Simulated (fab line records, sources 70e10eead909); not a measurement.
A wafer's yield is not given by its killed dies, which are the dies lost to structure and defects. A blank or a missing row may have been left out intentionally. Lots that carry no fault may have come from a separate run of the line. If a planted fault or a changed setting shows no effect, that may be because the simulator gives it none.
Matching of chambers    flow nand harc    NHARC_A_STAIRCASE_CMP_472 on cmp-02: 4 sister chambers
The step polishes SiO2. 22 wafers are shown with their chamber, then 11 later ones without.

== EACH WAFER AND ITS CHAMBER ==
wafer   chamber  motor current A (A)
L076.3  3        13.8
L076.4  0        13.3
L076.6  1        10.5
L079.1  2        11.2
L079.4  0        14.6
L079.5  3        13.6
L080.3  0        14.0
L080.4  3        13.5
L080.6  0        14.0
L081.2  1        10.1
L081.3  0        13.3
L081.6  3        13.6
L082.1  3        14.0
L082.3  2        12.0
L082.5  2        11.7
L084.2  2        11.7
L084.3  3        12.8
L084.4  1        10.0
L083.1  0        14.1
L083.2  3        13.1
L083.6  1        10.9
L086.1  3        13.0

SIGNATURES (averages over the wafers above)
reading          chamber 0  chamber 1  chamber 2  chamber 3  scatter within a chamber
motor current A  13.883     10.375     11.650     13.425     0.43
Rule: a wafer lies at a distance from a chamber equal to the root of the sum of squares, over the readings, of (its reading less the chamber's mean, divided by the reading's scatter). If the next closest chamber is less than 2 further off than the closest, the wafer can't be placed; otherwise it belongs to the closest. The scatter: take each reading less its chamber's mean, square it, sum over the shown wafers, divide by the number of wafers less the number of chambers, and take the root.

== WAFERS MISSING THEIR CHAMBER ==
wafer   motor current A (A)
L086.5  11.2
L086.6  11.2
L085.1  14.2
L085.2  13.6
L085.4  11.2
L088.3  14.4
L088.5  10.4
L088.6  10.9
L089.2  10.5
L089.3  13.6
L089.5  11.6

== WHICH CHAMBER EACH ONE RAN IN ==
wafer   from the rows above      in truth
L086.5  can't be placed: 2 or 1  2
L086.6  can't be placed: 2 or 1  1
L085.1  can't be placed: 0 or 3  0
L085.2  can't be placed: 3 or 0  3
L085.4  can't be placed: 2 or 1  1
L088.3  can't be placed: 0 or 3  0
L088.5  1                        1
L088.6  can't be placed: 1 or 2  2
L089.2  1                        1
L089.3  can't be placed: 3 or 0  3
L089.5  2                        2
Correctly placed: 3 of 11. From these rows, 8 cannot be placed; in 8 the true chamber is one of the candidates. 0 placed wrongly.
